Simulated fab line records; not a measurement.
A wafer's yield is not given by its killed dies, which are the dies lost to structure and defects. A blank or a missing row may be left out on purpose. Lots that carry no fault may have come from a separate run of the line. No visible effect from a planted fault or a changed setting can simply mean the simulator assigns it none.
Matching of chambers    flow nandHarc    NHARC_A_SGD_CUT_ETCHBACK_24 on rieDiel-12 has 4 sister chambers
The step etches the open film in CH3F/O2, target depth 50 nm, time 92.857 s. 18 wafers are shown with their chamber, then 9 later ones without.

WAFERS WITH THEIR CHAMBER
wafer   chamber  showerheadPlenumPTorr (Torr)  drypumpMotorCurrentA (A)  rfVppV (V)
L074.2  3        2.57                          5.9                       246.4
L074.3  0        2.41                          5.6                       242.7
L074.6  0        2.41                          5.6                       242.9
L078.1  2        2.60                          5.8                       246.3
L078.4  1        2.58                          5.5                       245.7
L078.6  3        2.57                          5.9                       246.0
L077.3  2        2.59                          5.7                       247.6
L077.4  3        2.57                          5.9                       245.8
L077.5  3        2.57                          5.9                       245.4
L083.1  3        2.57                          5.9                       246.4
L083.2  1        2.58                          5.5                       246.6
L083.6  0        2.41                          5.5                       242.8
L085.1  1        2.58                          5.5                       245.3
L085.3  2        2.59                          5.8                       246.9
L085.6  3        2.57                          5.9                       245.5
L087.1  1        2.58                          5.5                       244.9
L087.2  0        2.41                          5.6                       243.4
L087.3  3        2.57                          5.9                       244.4

SIGNATURES (means of the wafers above)
reading                chamber 0  chamber 1  chamber 2  chamber 3  scatter within a chamber
showerheadPlenumPTorr  2.4100     2.5800     2.5933     2.5700     0.00218
drypumpMotorCurrentA   5.575      5.500      5.767      5.900      0.0318
rfVppV                 242.950    245.625    246.933    245.700    0.634
Rule: for each reading, subtract the chamber's mean from the wafer's reading, divide by that reading's scatter and square the result; add these up over the readings and take the root, which gives the wafer's distance from the chamber. The wafer belongs to the nearest chamber; if the next one is less than 2 further off, it can't be placed. The scatter: the root of (the sum of the squares of (reading less its chamber's mean) over the shown wafers, divided by (wafers less chambers)).

WAFERS MISSING THEIR CHAMBER
wafer   showerheadPlenumPTorr (Torr)  drypumpMotorCurrentA (A)  rfVppV (V)
L091.1  2.41                          5.6                       243.0
L091.5  2.58                          5.5                       247.8
L091.6  2.41                          5.6                       244.1
L095.2  2.59                          5.8                       246.1
L095.4  2.57                          5.5                       245.7
L095.5  2.57                          5.9                       245.8
L097.1  2.59                          5.8                       245.9
L097.2  2.57                          5.9                       246.1
L097.3  2.41                          5.6                       243.7

THE CHAMBER EACH PASSED THROUGH
wafer   from the rows above  in truth
L091.1  0                    0
L091.5  1                    1
L091.6  0                    0
L095.2  2                    2
L095.4  1                    1
L095.5  3                    3
L097.1  2                    2
L097.2  3                    3
L097.3  0                    0
Placed correctly: 9 of 9. Not placeable from these rows: 0. 0 placed wrongly.
